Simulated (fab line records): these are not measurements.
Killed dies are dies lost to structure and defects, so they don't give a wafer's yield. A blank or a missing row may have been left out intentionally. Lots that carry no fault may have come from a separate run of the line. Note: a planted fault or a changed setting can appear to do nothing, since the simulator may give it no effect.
Which of the tools did it?    flow n5Finfet    7 lots, 17 wafers sampled, at 8 steps of a route of 1938

== WHAT EACH GAUGE READ, for each wafer ==
N5_MOL_CONTACT_COAG_THK_MEAS_53. Usual: VIA_MOL_THK gives 44.0 nm (standard deviation 0.73).
lot   measured      on            VIA_MOL_THK (nm)  flag
L380  day 5 11:56   filmMetro-02  42.4 44.5         
L387  day 7 10:34   filmMetro-01  43.1 42.6 43.2    
L391  day 8 06:49   filmMetro-02  67.5 44.8         OFF
L395  day 9 02:48   filmMetro-01  43.2 43.7 45.2    
L396  day 9 09:33   filmMetro-02  67.7 44.6         OFF
L398  day 9 22:50   filmMetro-01  44.6 68.5         OFF
L400  day 10 07:34  filmMetro-02  44.3 44.2 44.2    

N5_BEOL_M4_RC_MEAS_101. Usual: DIBL_N 36.0 mV/V, standard deviation 2.2; DIBL_P 35.9 mV/V, standard deviation 2.6; IOFF_N 0.16 nA/um, standard deviation 0.038; IOFF_P 0.21 nA/um, standard deviation 0.042; ION_N 675 uA/um, standard deviation 15; ION_P 463 uA/um, standard deviation 10; SS_N 71.5 mV/dec, standard deviation 0.62; SS_P 73.2 mV/dec, standard deviation 0.76; VT_N 250 mV, standard deviation 4.1; VT_P -251 mV, standard deviation 3.6.
lot   measured      on         DIBL_N (mV/V)   DIBL_P (mV/V)   IOFF_N (nA/um)  IOFF_P (nA/um)  ION_N (uA/um)  ION_P (uA/um)  SS_N (mV/dec)   SS_P (mV/dec)   VT_N (mV)    VT_P (mV)       flag
L380  day 8 00:44   prober-01  37.3 35.4       37.3 35.0       0.17 0.14       0.21 0.19       674 667        461 454        71.5 71.6       73.2 72.4       251 251      -254 -253       
L387  day 10 03:46  prober-01  35.3 37.6 39.0  34.6 36.8 39.5  0.13 0.16 0.21  0.17 0.20 0.24  673 662 684    464 450 464    70.8 71.5 72.3  72.6 74.0 74.1  251 252 246  -255 -254 -252  
L391  day 11 08:04  prober-01  35.5            36.6            0.15            0.20            666            456            71.6            73.4            246          -254            
L395  day 11 22:24  prober-01  36.0 37.0 34.2  37.5 38.6 34.9  0.18 0.19 0.15  0.24 0.25 0.19  687 691 694    470 475 480    71.2 71.3 71.1  73.3 73.8 72.6  246 246 249  -246 -247 -250  
L396  day 12 03:43  prober-02  36.6            36.9            0.17            0.22            686            464            70.7            72.4            248          -250            
L398  day 12 17:35  prober-02  39.9            42.4            0.22            0.29            696            482            72.1            73.9            245          -248            
L400  day 13 02:10  prober-02  35.9 32.9 33.8  36.9 32.5 31.9  0.17 0.12 0.12  0.28 0.19 0.18  684 663 656    476 462 454    71.5 70.3 70.8  74.2 72.6 72.2  249 255 252  -243 -249 -251  

== WHAT TOOL EACH LOT RAN ON (gives the tool, then ch and the chambers of the sampled wafers, and finally the start) ==
lot   N5_MOL_CONTACT_COAG_ALD_123       N5_MOL_CONTACT_COAG_PECVD_31   N5_MOL_CONTACT_COAG_ETCHBACK_132  N5_MOL_CONTACT_COAG_VIA_ETCH_46   N5_MOL_CONTACT_COAG_ETCH_47       N5_MOL_CONTACT_COAG_ETCH_124
L380  aldSin-04 ch 2, day 5 07:37       pecvd-04 ch 1,2, day 5 08:07   rieDiel-04 ch 0,1, day 5 09:07    rieDiel-04 ch 0,1, day 5 09:17    rieDiel-04 ch 0,1, day 5 09:23    rieDiel-01 ch 2,3, day 5 10:52
L387  aldSin-02 ch 0,1,3, day 7 06:25   pecvd-04 ch 0,2, day 7 06:56   rieDiel-01 ch 0,1,3, day 7 07:52  rieDiel-01 ch 0,1,3, day 7 08:01  rieDiel-01 ch 0,1,3, day 7 08:08  rieDiel-01 ch 0,1, day 7 09:29
L391  aldSin-03 ch 1,2, day 8 02:58     pecvd-04 ch 0,1, day 8 03:16   rieDiel-01 ch 1,2, day 8 04:03    rieDiel-01 ch 1,2, day 8 04:13    rieDiel-01 ch 1,2, day 8 04:19    rieDiel-06 ch 0,3, day 8 05:46
L395  aldSin-04 ch 0,1,3, day 8 22:44   pecvd-01 ch 0,2, day 8 23:14   rieDiel-01 ch 0,1,2, day 9 00:02  rieDiel-01 ch 0,1,2, day 9 00:11  rieDiel-01 ch 0,1,2, day 9 00:17  rieDiel-04 ch 0,2,3, day 9 01:44
L396  aldSin-02 ch 0, day 9 05:26       pecvd-04 ch 1, day 9 05:56     rieDiel-06 ch 3, day 9 06:42      rieDiel-06 ch 3, day 9 06:52      rieDiel-06 ch 3, day 9 06:58      rieDiel-06 ch 0,3, day 9 08:19
L398  aldSin-04 ch 1, day 9 18:15       pecvd-04 ch 0,2, day 9 18:46   rieDiel-06 ch 2,3, day 9 19:52    rieDiel-06 ch 2,3, day 9 20:02    rieDiel-06 ch 2,3, day 9 20:08    rieDiel-06 ch 0,2, day 9 21:47
L400  aldSin-02 ch 1,2,3, day 10 03:42  pecvd-02 ch 0,1, day 10 04:12  rieDiel-01 ch 0,3, day 10 05:00   rieDiel-01 ch 0,3, day 10 05:10   rieDiel-01 ch 0,3, day 10 05:16   rieDiel-01 ch 0,1,2, day 10 06:28
- N5_MOL_CONTACT_COAG_ALD_123: deposits SiNx, target thk 5 nm, pulse time 1 s, purge time 2 s.
- N5_MOL_CONTACT_COAG_PECVD_31: deposits SiO2 from TEOS/O2, target thk 46 nm, time 8.9 s.
- N5_MOL_CONTACT_COAG_ETCHBACK_132: etches SiO2 in CHF3, target depth 10 nm, time 6.7 s.
- N5_MOL_CONTACT_COAG_VIA_ETCH_46: etches SiO2 in C4F6/O2, target depth 46 nm, overetch 9.2 nm, time 40 s.
- N5_MOL_CONTACT_COAG_ETCH_47: etches SiNx in CH3F/O2, stops on W, target depth 27 nm.
- N5_MOL_CONTACT_COAG_ETCH_124: etches SiNx in CH3F/O2, stops on SiOC, target depth 6.5 nm.

== AS READ BY THE TOOLS THEMSELVES (means over the sampled wafers that have a number; for cases with no such wafer, the mark the record gives instead) ==
N5_MOL_CONTACT_COAG_ALD_123. Usual: heaterPowerOuterW 531 W, standard deviation 51; heaterPowerW 857 W, standard deviation 61; precursorPulseHeightRel 1.002, standard deviation 0.02.
lot   tool       heaterPowerOuterW (W)  heaterPowerW (W)  precursorPulseHeightRel  flag
L380  aldSin-04  599                    902               1.008                    
L387  aldSin-02  490                    824               1.024                    
L391  aldSin-03  513                    828               1.004                    
L395  aldSin-04  525                    890               1.001                    
L396  aldSin-02  531                    880               0.994                    
L398  aldSin-04  587                    982               1.011                    
L400  aldSin-02  513                    826               0.989                    

N5_MOL_CONTACT_COAG_ETCHBACK_132. Usual: biasW 170.1 W (standard deviation 0.52); drypumpMotorCurrentA 5.70 A (standard deviation 0.28); oes_f_703_au 0.80 a.u. (standard deviation 0.077); oesProductAu 0.80 a.u. (standard deviation 0.074); rfVppV 527 V (standard deviation 18); showerheadPlenumPTorr 2.40 Torr (standard deviation 0.06); throttleValvePct 18.7 % (standard deviation 0.3).
lot   tool        biasW (W)  drypumpMotorCurrentA (A)  oes_f_703_au (a.u.)  oesProductAu (a.u.)  rfVppV (V)  showerheadPlenumPTorr (Torr)  throttleValvePct (%)  flag
L380  rieDiel-04  170.4      5.83                      0.80                 0.82                 542         2.40                          18.5                  
L387  rieDiel-01  170.2      5.41                      0.83                 0.83                 528         2.41                          18.7                  
L391  rieDiel-01  170.2      5.69                      0.70                 0.71                 527         2.36                          19.1                  
L395  rieDiel-01  170.3      5.51                      0.76                 0.76                 521         2.38                          18.9                  
L396  rieDiel-06  169.7      6.03                      0.84                 0.81                 504         2.40                          18.6                  
L398  rieDiel-06  170.4      5.85                      0.83                 0.82                 516         2.41                          18.8                  
L400  rieDiel-01  170.5      5.39                      0.82                 0.83                 527         2.39                          18.7                  

N5_MOL_CONTACT_COAG_VIA_ETCH_46. Usual: biasW 455.0 W (standard deviation 1.3); drypumpMotorCurrentA 5.70 A (standard deviation 0.27); oes_f_703_au 0.80 a.u. (standard deviation 0.08); oesProductAu 0.72 a.u. (standard deviation 0.064); rfVppV 1594 V (standard deviation 50); showerheadPlenumPTorr 2.86 Torr (standard deviation 0.07); throttleValvePct 41.0 % (standard deviation 0.54).
lot   tool        biasW (W)  drypumpMotorCurrentA (A)  oes_f_703_au (a.u.)  oesProductAu (a.u.)  rfVppV (V)  showerheadPlenumPTorr (Torr)  throttleValvePct (%)  flag
L380  rieDiel-04  454.5      5.81                      0.80                 0.72                 1639        2.86                          40.7                  
L387  rieDiel-01  456.5      5.40                      0.84                 0.74                 1598        2.88                          40.8                  
L391  rieDiel-01  455.6      5.72                      0.70                 0.68                 1597        2.82                          41.6                  
L395  rieDiel-01  455.6      5.50                      0.76                 0.68                 1579        2.83                          41.2                  
L396  rieDiel-06  457.1      6.06                      0.83                 0.77                 1523        2.86                          40.8                  
L398  rieDiel-06  455.5      5.85                      0.83                 0.77                 1562        2.87                          41.1                  
L400  rieDiel-01  455.8      5.37                      0.83                 0.75                 1598        2.85                          40.5                  

N5_MOL_CONTACT_COAG_ETCH_47. Usual: biasW 73.00 W, standard deviation 0.21; drypumpMotorCurrentA 5.69 A, standard deviation 0.28; etchRfOnTimeS 31.0 s, standard deviation 0.76; oes_f_703_au 0.80 a.u., standard deviation 0.079; oesProductAu 0.72 a.u., standard deviation 0.067; rfVppV 299 V, standard deviation 9.8; showerheadPlenumPTorr 2.01 Torr, standard deviation 0.052; throttleValvePct 16.4 %, standard deviation 0.31.
lot   tool        biasW (W)  drypumpMotorCurrentA (A)  etchRfOnTimeS (s)  oes_f_703_au (a.u.)  oesProductAu (a.u.)  rfVppV (V)  showerheadPlenumPTorr (Torr)  throttleValvePct (%)  flag
L380  rieDiel-04  73.00      5.81                      30.4               0.79                 0.74                 308         2.02                          16.1                  
L387  rieDiel-01  72.97      5.41                      31.1               0.82                 0.74                 301         2.03                          16.3                  
L391  rieDiel-01  73.19      5.71                      41.5               0.69                 0.44                 300         1.98                          16.8                  OFF
L395  rieDiel-01  73.24      5.51                      30.8               0.76                 0.68                 296         2.00                          16.6                  
L396  rieDiel-06  73.16      6.04                      41.1               0.84                 0.52                 286         2.01                          16.1                  OFF
L398  rieDiel-06  72.94      5.87                      40.3               0.84                 0.53                 292         2.02                          16.4                  OFF
L400  rieDiel-01  73.09      5.38                      31.2               0.82                 0.74                 300         2.01                          16.3                  

N5_MOL_CONTACT_COAG_ETCH_124. Usual: biasW 72.97 W (standard deviation 0.21); drypumpMotorCurrentA 5.66 A (standard deviation 0.29); oes_f_703_au 0.80 a.u. (standard deviation 0.086); oesProductAu 0.68 a.u. (standard deviation 0.065); rfVppV 299 V (standard deviation 9.4); showerheadPlenumPTorr 2.01 Torr (standard deviation 0.053); throttleValvePct 16.3 % (standard deviation 0.3).
lot   tool        biasW (W)  drypumpMotorCurrentA (A)  oes_f_703_au (a.u.)  oesProductAu (a.u.)  rfVppV (V)  showerheadPlenumPTorr (Torr)  throttleValvePct (%)  flag
L380  rieDiel-01  72.78      5.67                      0.76                 0.68                 300         1.97                          16.5                  
L387  rieDiel-01  72.97      5.40                      0.79                 0.68                 300         2.04                          16.4                  
L391  rieDiel-06  72.72      5.81                      0.81                 0.52                 300         1.98                          16.0                  
L395  rieDiel-04  73.04      5.95                      0.79                 0.67                 298         2.02                          16.1                  
L396  rieDiel-06  73.09      5.79                      0.81                 0.51                 300         1.97                          16.1                  
L398  rieDiel-06  72.84      5.59                      0.80                 0.50                 308         1.98                          16.2                  
L400  rieDiel-01  73.03      5.53                      0.85                 0.72                 298         2.07                          16.4                  

== THE ANSWER, worked out from the rows above alone ==
Rule: a lot counts as off when the mean over its wafers that have a number is more than 3 standard deviations away from the usual mean. A lot without any number at a reading at which 4 lots or more have one is off too. Any other lot the step has rows for is counted as sound. After the gauges, taken in route order, come the tools' own readings; for these a lot's mean is taken, as printed above. The first step at which some lot is off is used, and at that step the reading that is off furthest; a lot without a number counts as furthest.
Off: L391, L396, L398, at N5_MOL_CONTACT_COAG_THK_MEAS_53 (VIA_MOL_THK).
If a tool, at a process step before that reading, ran all the lots that are off and no sound lot after the first of them, it fits. The gauges at N5_MOL_CONTACT_COAG_THK_MEAS_53 aren't tried: what is off there is off at N5_MOL_CONTACT_COAG_ETCH_47 too, on other tools, and a gauge's error can't cause that. Undecided on this evidence; 2 tools fit (pecvd-04 at N5_MOL_CONTACT_COAG_PECVD_31, rieDiel-06 at N5_MOL_CONTACT_COAG_ETCH_124).

== WHAT THE SIMULATOR HAD INSERTED ==
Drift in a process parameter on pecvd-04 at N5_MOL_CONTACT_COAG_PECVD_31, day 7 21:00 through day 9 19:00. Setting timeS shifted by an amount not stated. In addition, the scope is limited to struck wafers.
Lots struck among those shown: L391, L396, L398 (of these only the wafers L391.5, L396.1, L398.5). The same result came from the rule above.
